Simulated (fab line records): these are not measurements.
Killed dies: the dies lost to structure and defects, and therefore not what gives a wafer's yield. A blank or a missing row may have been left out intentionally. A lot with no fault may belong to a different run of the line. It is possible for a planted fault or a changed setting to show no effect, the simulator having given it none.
Matching of chambers    flow n5 finfet    4 sister chambers for N5_BEOL_M14_ETCH_68 on rie diel-01
The step etches SOC in N2/H2, time 450 s. 16 wafers are shown with their chamber, then 8 later ones without.

== EACH WAFER AND ITS CHAMBER ==
wafer   chamber  showerhead plenum p Torr (Torr)  drypump motor current A (A)  oes product au (a.u.)
L074.1  2        2.53                             5.66                         0.71
L074.4  1        2.66                             5.54                         0.78
L074.6  1        2.66                             5.55                         0.79
L076.2  3        2.48                             5.90                         0.87
L076.4  1        2.65                             5.53                         0.79
L076.6  2        2.52                             5.65                         0.70
L081.3  0        2.43                             5.72                         0.77
L081.5  2        2.51                             5.64                         0.70
L081.6  3        2.48                             5.87                         0.86
L083.2  3        2.48                             5.86                         0.85
L083.3  2        2.51                             5.63                         0.69
L083.6  0        2.43                             5.73                         0.76
L084.1  2        2.51                             5.63                         0.69
L084.4  3        2.48                             5.88                         0.84
L084.5  0        2.43                             5.73                         0.76
L090.3  0        2.43                             5.74                         0.76

SIGNATURES, as means of the wafers listed above
reading                   chamber 0  chamber 1  chamber 2  chamber 3  scatter within a chamber
showerhead plenum p Torr  2.4300     2.6567     2.5160     2.4800     0.00568
drypump motor current A   5.7300     5.5400     5.6420     5.8775     0.0128
oes product au            0.7625     0.7867     0.6980     0.8550     0.00876
Rule: a wafer's distance from a chamber is the root of the sum, over the readings, of the square of ((its reading less the chamber's mean) divided by the reading's scatter). The wafer belongs to the nearest chamber; if the next one is less than 2 further off, it can't be placed. The scatter: take each reading less its chamber's mean, square it, sum over the shown wafers, divide by the number of wafers less the number of chambers, and take the root.

== WAFERS WHOSE CHAMBER IS MISSING ==
wafer   showerhead plenum p Torr (Torr)  drypump motor current A (A)  oes product au (a.u.)
L090.4  2.64                             5.56                         0.76
L090.6  2.64                             5.57                         0.76
L089.1  2.64                             5.56                         0.76
L089.2  2.47                             5.89                         0.83
L089.4  2.64                             5.56                         0.76
L087.1  2.43                             5.74                         0.75
L087.2  2.47                             5.88                         0.84
L087.6  2.64                             5.54                         0.75

== THE CHAMBER EACH PASSED THROUGH ==
wafer   from the rows above  in truth
L090.4  1                    1
L090.6  1                    1
L089.1  1                    1
L089.2  3                    3
L089.4  1                    1
L087.1  0                    0
L087.2  3                    3
L087.6  1                    1
8 of 8 placed correctly. Not placeable from these rows: 0. Number placed wrongly: 0.
